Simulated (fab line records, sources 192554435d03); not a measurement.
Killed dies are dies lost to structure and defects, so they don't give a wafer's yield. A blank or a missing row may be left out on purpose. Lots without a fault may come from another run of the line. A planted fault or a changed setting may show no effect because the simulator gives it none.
fab line records | flow n5_finfet | part 1 of 2: steps 1 to 17 of 24
record lots=5 wafers=15 last_day=18
route steps=1938 shown HKMG_FIN@431
lots that met no fault: from a run of the same line without faults
start_h: hours from the record's first day to the start of the lot's first wafer shown | wait_h: hours since the lot's step before | " the same as in the row above | L1.1+2: a row that stands for several wafers | - no value, or no start given | * or withheld: withheld | < > ~ a bound
route shown NAME@n: a module of which the file shows steps, and the number in the route of the first | usual: mean/standard deviation of fault-free wafers | same: alike in all rows | chamber/n: place in a boat | sites: the reading at each site | _std_site: their standard deviation | _edge_site: outer sites' mean less inner sites' | radius_mm: how far each site lies from the wafer's centre | mask NAME#n: copy n | behind: the tool/chamber that last shaped the wafer | hold: why the lot was held/for how many hours/how that ended | device: the transistor (n, p or np) that didn't switch | end of line: the same wafers' tests at the end of the route | a step without rows: its recipe alone | killed: dies lost to structure and defects at the first sort, not the wafer's yield | map: a wafer's dies, x killed, . not, _ none there
set.NAME: the setting as run; set.NAME@STEP: as run at that earlier step | model.NAME: the simulator's own value behind a step, which no gauge read
lots at some steps of the route; a table a step, a row a wafer
services: from which hour (start_h, from the record's first day; less than 0 if before it) a tool's chamber was out of use, for how many hours, and why
## steps
# step N5_HKMG_FIN_OVL_MEAS_13
# recipe points_per_wafer=44
# usual NWFM_OVL=0.4/0.66
# columns lot.wafer tool chamber start_h wait_h NWFM_OVL[nm]
L075.1 overlay-01 0 81.31 0.0 0.8
L075.3 " 0 " " 0.5
L075.6 " 0 " " 0.0
L081.4 overlay-01 0 121.99 0.0 0.7
L081.5 " 0 " " 1.1
L081.6 " 0 " " 0.2
L085.1 overlay-02 0 144.80 0.0 0.4
L085.4 " 0 " " -0.3
L085.5 " 0 " " 0.1
L095.2 overlay-01 0 201.74 0.0 1.6
L095.5 " 0 " " 0.9
L095.6 " 0 " " 0.2
L097.2 overlay-02 0 212.70 0.0 0.5
L097.3 " 0 " " 0.6
L097.6 " 0 " " 0.4
# step N5_HKMG_FIN_INSPECT_14
# recipe mode=adi inspect_instrument=macro
# usual raw_defect_count=2.2/1.4
# columns lot.wafer tool chamber start_h wait_h raw_defect_count
L075.1 defect_inspect-02 - 81.33 0.0 3
L075.3 " - " " 1
L075.6 " - " " 3
L081.4 defect_inspect-02 - 122.02 0.0 2
L081.5 " - " " 3
L081.6 " - " " 1
L085.1 defect_inspect-02 - 144.82 0.0 0
L085.4 " - " " 2
L085.5 " - " " 4
L095.2 defect_inspect-01 - 201.76 0.0 3
L095.5 " - " " 1
L095.6 " - " " 0
L097.2 defect_inspect-01 - 212.73 0.0 2
L097.3 " - " " 3
L097.6 " - " " 4
# step N5_HKMG_FIN_DESCUM_17
# recipe chemistry=O2 time_s=7.9 source_power_w=50 bias_power_w=20 pressure_mtorr=20 rf_frequency_hz=2.712e+07 temp_c=40 resist=CAR-ArF o2_flow_sccm=225
# usual drypump_motor_current_A=5.7/0.44 oes_product_au=0.75/0.058 rf_vpp_V=243.6/1.2 showerhead_plenum_p_Torr=2.13/0.057 throttle_valve_pct=20.41/0.2
# columns lot.wafer tool chamber start_h wait_h drypump_motor_current_A oes_product_au rf_hours_counter_h rf_vpp_V showerhead_plenum_p_Torr throttle_valve_pct
L075.1 rie_diel-03 3 81.36 0.0 5.9 0.69 215 245.4 2.18 20.50
L075.3 " 2 " " 5.2 0.80 134 242.2 2.10 20.18
L075.6 " 3 " " 5.9 0.68 - 243.6 2.18 20.52
L081.4 rie_diel-04 0 122.05 0.0 6.1 0.76 151 242.6 2.11 20.74
L081.5 " 2 " " 6.1 0.71 - 242.2 2.08 20.36
L081.6 " 3 " " 6.0 0.74 - 244.5 2.18 20.40
L085.1 rie_diel-01 0 144.93 0.1 5.8 0.79 147 243.6 2.11 20.38
L085.4 " 3 " " 6.2 0.86 31 243.9 2.20 20.07
L085.5 " 1 " " 5.1 0.70 - 244.2 2.18 20.56
L095.2 rie_diel-01 0 201.79 0.0 5.8 0.76 168 244.0 2.10 20.40
L095.5 " 0 " " 5.8 0.76 - 242.8 2.10 20.43
L095.6 " 2 " " 4.8 0.72 - 242.7 2.01 20.62
L097.2 rie_diel-01 0 212.76 0.0 5.8 0.76 173 243.1 2.10 20.41
L097.3 " 2 " " 4.8 0.72 190 243.0 2.00 20.63
L097.6 " 2 " " 4.8 0.71 - 240.7 2.00 20.63
# step N5_HKMG_FIN_ETCH_31
# recipe chemistry=CF4 target=SiARC target_depth_a=455 mask_material=CAR-ArF time_s=75.8 ion_energy_ev=80 pressure_mtorr=40 source_w=545 bias_w=36 Ar_flow_sccm=100 cf4_flow_sccm=100 ends=cleared
# usual drypump_motor_current_A=5.7/0.44 etch_rf_on_time_s=75.5/1.3 oes_product_au=0.65/0.048 rf_vpp_V=184.3/1 showerhead_plenum_p_Torr=2.17/0.057 throttle_valve_pct=15.57/0.15
# columns lot.wafer tool chamber start_h wait_h drypump_motor_current_A etch_rf_on_time_s oes_product_au rf_hours_counter_h rf_vpp_V showerhead_plenum_p_Torr throttle_valve_pct
L075.1 rie_diel-03 3 81.40 0.0 5.9 75.2 0.59 215 184.8 2.22 15.66
L075.3 " 2 " " 5.2 75.3 0.69 134 182.2 2.15 15.42
L075.6 " 3 " " 5.9 76.1 0.60 - 184.3 2.22 15.69
L081.4 rie_diel-04 0 122.09 0.0 6.1 76.8 0.65 151 182.4 2.14 15.81
L081.5 " 2 " " 6.1 76.0 0.60 - 182.9 2.12 15.56
L081.6 " 3 " " 6.0 75.4 0.63 - 184.9 2.21 15.57
L085.1 rie_diel-01 0 144.97 0.0 5.9 76.0 0.65 147 183.9 2.14 15.47
L085.4 " 3 " " 6.2 73.8 0.74 31 185.5 2.28 15.45
L085.5 " 1 " " 5.0 73.4 0.62 - 184.6 2.20 15.62
L095.2 rie_diel-01 0 201.83 0.0 5.8 76.2 0.63 168 183.7 2.13 15.51
L095.5 " 0 " " 5.8 76.0 0.63 - 183.8 2.13 15.51
L095.6 " 2 " " 4.8 76.1 0.61 - 183.8 2.05 15.74
L097.2 rie_diel-01 0 212.80 0.0 5.8 75.9 0.63 173 183.8 2.13 15.53
L097.3 " 2 " " 4.8 76.1 0.61 190 182.4 2.05 15.74
L097.6 " 2 " " 4.8 76.1 0.61 - 182.3 2.05 15.74
# step N5_HKMG_FIN_ETCH_32
# recipe chemistry=N2/H2 target=SOC target_depth_a=2400 temp_c=40 time_s=300 ion_energy_ev=200 mask_material=SiARC pressure_mtorr=30 source_w=840 bias_w=150 n2_flow_sccm=200 h2_flow_sccm=200
# usual drypump_motor_current_A=5.7/0.44 oes_product_au=0.76/0.056 rf_vpp_V=524.9/2.1 showerhead_plenum_p_Torr=2.58/0.068 throttle_valve_pct=17.75/0.19
# columns lot.wafer tool chamber start_h wait_h drypump_motor_current_A oes_product_au rf_hours_counter_h rf_vpp_V showerhead_plenum_p_Torr throttle_valve_pct
L075.1 rie_diel-03 3 81.46 0.0 5.9 0.69 215 525.2 2.62 17.85
L075.3 " 2 " " 5.2 0.81 134 524.5 2.53 17.53
L075.6 " 3 " " 5.9 0.69 - 526.2 2.62 17.85
L081.4 rie_diel-04 0 122.14 0.0 6.1 0.76 151 525.9 2.54 18.03
L081.5 " 2 " " 6.1 0.71 - 523.0 2.51 17.62
L081.6 " 3 " " 5.9 0.73 - 527.6 2.62 17.74
L085.1 rie_diel-01 0 145.02 0.0 5.8 0.76 147 524.5 2.54 17.67
L085.4 " 3 " " 6.1 0.86 31 528.2 2.69 17.48
L085.5 " 1 " " 5.1 0.72 - 526.3 2.63 17.87
L095.2 rie_diel-01 0 201.88 0.0 5.8 0.74 168 524.2 2.53 17.72
L095.5 " 0 " " 5.8 0.74 - 522.1 2.53 17.71
L095.6 " 2 " " 4.8 0.72 - 522.0 2.43 18.04
L097.2 rie_diel-01 0 212.85 0.0 5.8 0.73 173 524.8 2.53 17.73
L097.3 " 2 " " 4.8 0.71 191 520.7 2.43 18.05
L097.6 " 2 " " 4.8 0.71 - 519.8 2.43 18.05
# step N5_HKMG_FIN_STRIP_33
# recipe chemistry=N2/H2 temp_c=40 n2_flow_sccm=200 h2_flow_sccm=200 rf_frequency_hz=6e+07
# columns lot.wafer tool chamber start_h wait_h
L075.1+3+6 rie_diel-03 3,2,3 81.64 0.1
L081.4+5+6 rie_diel-04 0,2,3 122.32 0.1
L085.1+4+5 rie_diel-01 0,3,1 145.20 0.1
L095.2+5+6 rie_diel-01 0,0,2 202.07 0.1
L097.2+3+6 rie_diel-01 0,2,2 213.03 0.1
# step N5_HKMG_FIN_STRIP_34
# recipe chemistry=CF4 resist=SiARC power_w=300 bias_power_w=75 pressure_mtorr=50 cf4_flow_sccm=150 rf_frequency_hz=6e+07
# usual drypump_motor_current_A=5.7/0.44 oes_product_au=0.75/0.054 rf_vpp_V=271.7/1.3 showerhead_plenum_p_Torr=1.81/0.046 throttle_valve_pct=13.55/0.16
# columns lot.wafer tool chamber start_h wait_h drypump_motor_current_A oes_product_au rf_hours_counter_h rf_vpp_V showerhead_plenum_p_Torr throttle_valve_pct
L075.1 rie_diel-03 3 81.65 0.0 5.9 0.69 215 272.4 1.86 13.70
L075.3 " 2 " " 5.2 0.79 134 272.9 1.81 13.44
L075.6 " 3 " " 5.9 0.68 - 272.0 1.86 13.69
L081.4 rie_diel-04 0 122.33 0.0 6.1 0.76 151 271.0 1.79 13.80
L081.5 " 2 " " 6.0 0.70 - 269.3 1.77 13.54
L081.6 " 3 " " 5.9 0.73 - 271.7 1.84 13.56
L085.1 rie_diel-01 0 145.21 0.0 5.8 0.75 147 270.9 1.79 13.45
L085.4 " 3 " " 6.1 0.85 31 273.4 1.90 13.38
L085.5 " 1 " " 5.1 0.70 - 273.4 1.84 13.60
L095.2 rie_diel-01 0 202.08 0.0 5.8 0.74 168 270.4 1.78 13.52
L095.5 " 0 " " 5.8 0.74 - 272.0 1.78 13.50
L095.6 " 2 " " 4.8 0.71 - 270.0 1.71 13.69
L097.2 rie_diel-01 0 213.04 0.0 5.8 0.74 173 270.8 1.78 13.49
L097.3 " 2 " " 4.8 0.70 191 271.7 1.71 13.73
L097.6 " 2 " " 4.8 0.71 - 270.0 1.71 13.72
# step N5_HKMG_FIN_ETCH_35
# recipe chemistry=N2/H2 target=SOC target_depth_a=2158 ion_energy_ev=65 bias_w=5 source_w=3000 time_s=243.4 pressure_mtorr=30 n2_flow_sccm=200 h2_flow_sccm=200
# usual drypump_motor_current_A=5.7/0.44 oes_product_au=0.76/0.057 rf_vpp_V=141.8/1 showerhead_plenum_p_Torr=2.58/0.068 throttle_valve_pct=17.76/0.19
# columns lot.wafer tool chamber start_h wait_h drypump_motor_current_A oes_product_au rf_hours_counter_h rf_vpp_V showerhead_plenum_p_Torr throttle_valve_pct
L075.1 rie_diel-03 3 81.67 0.0 5.9 0.69 216 143.4 2.62 17.87
L075.3 " 2 " " 5.2 0.80 134 141.7 2.54 17.55
L075.6 " 3 " " 5.9 0.69 - 141.0 2.62 17.87
L081.4 rie_diel-04 0 122.35 0.0 6.1 0.76 151 140.6 2.54 18.05
L081.5 " 2 " " 6.1 0.71 - 141.3 2.51 17.61
L081.6 " 3 " " 5.9 0.73 - 142.1 2.62 17.73
L085.1 rie_diel-01 0 145.23 0.0 5.8 0.76 147 141.9 2.54 17.69
L085.4 " 3 " " 6.2 0.87 31 143.3 2.69 17.49
L085.5 " 1 " " 5.1 0.72 - 142.8 2.63 17.89
L095.2 rie_diel-01 0 202.10 0.0 5.9 0.74 169 141.9 2.53 17.72
L095.5 " 0 " " 5.8 0.75 - 141.8 2.53 17.73
L095.6 " 2 " " 4.8 0.72 - 139.7 2.43 18.04
L097.2 rie_diel-01 0 213.06 0.0 5.9 0.74 173 140.0 2.53 17.74
L097.3 " 2 " " 4.8 0.71 191 141.0 2.43 18.05
L097.6 " 2 " " 4.8 0.72 - 141.1 2.43 18.05
# step N5_HKMG_FIN_STRIP_92
# recipe chemistry=N2/H2 material=SOC time_s=20 power_w=500 temp_c=40 pressure_mtorr=50 rf_frequency_hz=6e+07 bias_power_w=8 h2_frac=0.5 n2_flow_sccm=300 h2_flow_sccm=300
# usual drypump_motor_current_A=5.7/0.44 oes_product_au=0.76/0.058 rf_vpp_V=54.4/0.84 showerhead_plenum_p_Torr=3.40/0.087 throttle_valve_pct=18.86/0.28
# columns lot.wafer tool chamber start_h wait_h drypump_motor_current_A oes_product_au rf_hours_counter_h rf_vpp_V showerhead_plenum_p_Torr throttle_valve_pct
L075.1 rie_diel-03 3 81.82 0.1 5.9 0.70 216 55.7 3.46 19.17
L075.3 " 2 " " 5.2 0.80 134 53.6 3.35 18.63
L075.6 " 3 " " 5.9 0.70 - 54.1 3.46 19.21
L081.4 rie_diel-04 0 122.50 0.1 6.1 0.76 151 55.1 3.35 19.29
L081.5 " 2 " " 6.1 0.70 - 55.3 3.32 18.58
L081.6 " 3 " " 6.0 0.74 - 54.3 3.46 18.86
L085.1 rie_diel-01 0 145.38 0.1 5.8 0.77 147 54.4 3.35 18.86
L085.4 " 3 " " 6.2 0.89 31 53.6 3.55 18.51
L085.5 " 1 " " 5.1 0.72 - 55.7 3.47 18.94
L095.2 rie_diel-01 0 202.24 0.1 5.8 0.74 169 54.5 3.34 18.88
L095.5 " 0 " " 5.8 0.74 - 53.6 3.34 18.89
L095.6 " 2 " " 4.8 0.71 - 53.4 3.22 19.27
L097.2 rie_diel-01 0 213.21 0.1 5.8 0.74 173 53.2 3.34 18.91
L097.3 " 2 " " 4.8 0.70 191 53.8 3.22 19.29
L097.6 " 2 " " 4.8 0.71 - 54.2 3.22 19.28
# step N5_HKMG_FIN_WET_ETCH_18
# recipe chemistry=SC1 target=TiN mix=1:1:5 temp_c=* time_s=55 target_depth_nm=5.2 dry=ipa_marangoni rinse_time_s=30 rinse_temp_c=23
# columns lot.wafer tool chamber start_h wait_h
L075.1+3+6 wet_bench-06 7,4,1 81.90 0.1
L081.4+5+6 wet_bench-05 5,6,4 122.58 0.1
L085.1+4+5 wet_bench-03 4,1,3 145.46 0.1
L095.2+5+6 wet_bench-05 3,6,1 202.33 0.1
L097.2+3+6 wet_bench-05 2,4,3 213.30 0.1
# step N5_HKMG_FIN_STRIP_19
# recipe chemistry=N2/H2 power_w=2500 temp_c=300 h2_frac=0.65 time_s=360 pressure_mtorr=withheld n2_flow_sccm=1750 h2_flow_sccm=3250
# usual drypump_motor_current_A=5.8/0.69 heater_power_w=479/26
# columns lot.wafer tool chamber start_h wait_h drypump_motor_current_A heater_power_w rf_hours_counter_h
L075.1 plasma_asher-01 0 81.96 0.0 6.1 456 84
L075.3 " 0 " " 6.1 478 -
L075.6 " 0 " " 6.1 474 -
L081.4 plasma_asher-01 0 122.77 0.1 6.1 459 -
L081.5 " 1 " " 4.9 479 -
L081.6 " 0 " " 6.1 462 -
L085.1 plasma_asher-01 1 145.53 0.0 4.9 464 98
L085.4 " 0 " " 6.2 456 -
L085.5 " 0 " " 6.1 462 -
L095.2 plasma_asher-02 0 202.39 0.0 6.7 460 61
L095.5 " 0 " " 6.8 462 -
L095.6 " 1 " " 5.7 527 -
L097.2 plasma_asher-01 1 213.36 0.0 4.9 465 110
L097.3 " 1 " " 4.9 466 -
L097.6 " 0 " " 6.1 458 -
# step N5_HKMG_FIN_ALD_91
# recipe material=TiN target_thk_a=10 temp_c=400 ald_precursor_family=TiCl4 ald_co_reactant=NH3 pulse_time_s=1 purge_time_s=3 co_reactant_purge_time_s=2 co_reactant_pulse_time_s=2 ald_cycles=47 pressure_torr=3
# usual heater_power_outer_w=547/56 heater_power_w=878/79 precursor_pulse_height_rel=0.999/0.019
# columns lot.wafer tool chamber start_h wait_h heater_power_outer_w heater_power_w precursor_pulse_height_rel
L075.1 ald_metal-03 3 82.35 0.3 612 1021 0.952
L075.3 " 2 " " 596 873 0.997
L075.6 " 2 " " 590 882 1.039
L081.4 ald_metal-01 3 123.03 0.1 577 956 1.029
L081.5 " 0 " " 513 855 0.999
L081.6 " 1 " " 478 740 1.010
L085.1 ald_metal-04 1 145.91 0.3 535 876 0.994
L085.4 " 3 " " 537 806 0.967
L085.5 " 3 " " 534 810 0.970
L095.2 ald_metal-04 3 202.81 0.3 520 822 0.987
L095.5 " 3 " " 512 813 0.987
L095.6 " 0 " " 542 902 0.998
L097.2 ald_metal-01 0 213.74 0.3 503 864 1.017
L097.3 " 2 " " 643 1002 1.015
L097.6 " 0 " " 518 871 1.017
# step N5_HKMG_FIN_COAT_85
# recipe resist=SOC temp_c=250 time_s=60 spin_rpm=1500 resist_thk_nm=300
# columns lot.wafer tool chamber start_h wait_h
L075.1+3+6 litho_track-03 0 82.62 0.2
L081.4+5+6 litho_track-03 0 123.32 0.2
L085.1+4+5 litho_track-04 0 146.18 0.2
L095.2+5+6 litho_track-03 0 203.09 0.2
L097.2+3+6 litho_track-03 0 214.02 0.2
# step N5_HKMG_FIN_ETCH_86
# recipe chemistry=N2/H2 target=SOC target_depth_a=3932 stop_on=TiN ion_energy_ev=100 bias_w=61 pressure_mtorr=30 source_w=850 n2_flow_sccm=200 h2_flow_sccm=200
# usual drypump_motor_current_A=5.7/0.43 oes_product_au=0.76/0.059 rf_vpp_V=241.1/1.1 showerhead_plenum_p_Torr=2.57/0.064 throttle_valve_pct=17.75/0.19
# columns lot.wafer tool chamber start_h wait_h drypump_motor_current_A oes_product_au rf_hours_counter_h rf_vpp_V showerhead_plenum_p_Torr throttle_valve_pct
L075.1 rie_diel-04 3 82.69 - 6.0 0.74 173 241.3 2.63 17.68
L075.3 " 1 " " 6.0 0.92 9 242.4 2.61 17.82
L075.6 " 2 " " 6.1 0.72 - 242.4 2.52 17.57
L081.4 rie_diel-03 3 123.37 - 5.9 0.67 230 240.9 2.62 17.86
L081.5 " 2 " " 5.2 0.77 - 239.9 2.53 17.52
L081.6 " 3 " " 5.9 0.68 - 242.3 2.62 17.86
L085.1 rie_diel-03 0 146.25 - 5.3 0.81 94 242.1 2.66 17.44
L085.4 " 1 " " 5.4 0.76 129 241.1 2.56 17.63
L085.5 " 0 " " 5.3 0.81 - 242.2 2.66 17.44
L095.2 rie_diel-04 2 203.15 - 6.1 0.68 247 240.3 2.50 17.64
L095.5 " 0 " " 6.0 0.74 - 242.5 2.53 18.06
L095.6 " 1 " " 6.0 0.83 - 241.0 2.59 17.89
L097.2 rie_diel-01 2 214.09 - 4.8 0.70 191 239.2 2.43 18.02
L097.3 " 1 " " 5.1 0.68 252 242.2 2.62 17.90
L097.6 " 2 " " 4.8 0.70 - 239.4 2.43 18.03
# step N5_HKMG_FIN_STRIP_89
# recipe chemistry=N2/H2 material=SOC time_s=20 power_w=500 temp_c=40 pressure_mtorr=50 rf_frequency_hz=6e+07 bias_power_w=8 h2_frac=0.5 n2_flow_sccm=300 h2_flow_sccm=300
# usual drypump_motor_current_A=5.7/0.43 oes_product_au=0.76/0.06 rf_vpp_V=54.3/0.89 showerhead_plenum_p_Torr=3.40/0.081 throttle_valve_pct=18.88/0.27
# columns lot.wafer tool chamber start_h wait_h drypump_motor_current_A oes_product_au rf_hours_counter_h rf_vpp_V showerhead_plenum_p_Torr throttle_valve_pct
L075.1 rie_diel-04 3 82.75 0.0 5.9 0.75 173 54.0 3.47 18.82
L075.3 " 1 " " 6.0 0.93 10 54.5 3.44 18.80
L075.6 " 2 " " 6.1 0.72 - 53.5 3.33 18.57
L081.4 rie_diel-03 3 123.43 0.0 5.9 0.69 231 54.4 3.45 19.22
L081.5 " 2 " " 5.2 0.79 - 53.6 3.34 18.65
L081.6 " 3 " " 6.0 0.70 - 54.7 3.45 19.22
L085.1 rie_diel-03 0 146.31 0.0 5.4 0.82 94 54.2 3.51 18.40
L085.4 " 1 " " 5.4 0.75 129 53.1 3.38 18.74
L085.5 " 0 " " 5.4 0.82 - 55.1 3.51 18.40
L095.2 rie_diel-04 2 203.21 0.0 6.1 0.69 248 52.9 3.30 18.61
L095.5 " 0 " " 6.1 0.74 - 54.6 3.34 19.31
L095.6 " 1 " " 6.0 0.84 - 52.7 3.42 18.88
L097.2 rie_diel-01 2 214.15 0.0 4.8 0.71 191 54.0 3.22 19.28
L097.3 " 1 " " 5.1 0.71 252 54.7 3.45 18.99
L097.6 " 2 " " 4.8 0.72 - 54.3 3.22 19.29
# step N5_HKMG_FIN_WET_ETCH_87
# recipe chemistry=SC1 target=TiN mix=1:2:40 temp_c=50 time_s=154.2 target_depth_nm=4.7 dry=ipa_marangoni rinse_time_s=30 rinse_temp_c=23
# columns lot.wafer tool chamber start_h wait_h
L075.1+3+6 wet_bench-06 4,2,7 82.85 0.1
L081.4+5+6 wet_bench-03 5,2,1 123.53 0.1
L085.1+4+5 wet_bench-05 1,0,5 146.42 0.1
L095.2+5+6 wet_bench-03 5,0,2 203.31 0.1
L097.2+3+6 wet_bench-05 2,1,5 214.26 0.1
# step N5_HKMG_FIN_STRIP_88
# recipe chemistry=N2/H2 power_w=2500 temp_c=300 h2_frac=0.65 time_s=360 pressure_mtorr=withheld n2_flow_sccm=1750 h2_flow_sccm=3250
# usual drypump_motor_current_A=5.9/0.68 heater_power_w=486/29
# columns lot.wafer tool chamber start_h wait_h drypump_motor_current_A heater_power_w rf_hours_counter_h
L075.1 plasma_asher-01 0 82.94 0.0 6.1 460 85
L075.3 " 0 " " 6.1 466 -
L075.6 " 1 " " 4.9 480 -
L081.4 plasma_asher-01 0 123.74 0.1 6.1 471 -
L081.5 " 1 " " 4.8 473 -
L081.6 " 0 " " 6.1 475 -
L085.1 plasma_asher-02 0 146.51 0.0 6.8 474 48
L085.4 " 0 " " 6.8 478 -
L085.5 " 0 " " 6.7 471 -
L095.2 plasma_asher-02 0 203.40 0.0 6.8 468 62
L095.5 " 1 " " 5.7 529 -
L095.6 " 0 " " 6.8 461 -
L097.2 plasma_asher-02 1 214.36 0.0 5.7 539 63
L097.3 " 0 " " 6.8 452 -
L097.6 " 1 " " 5.6 528 -
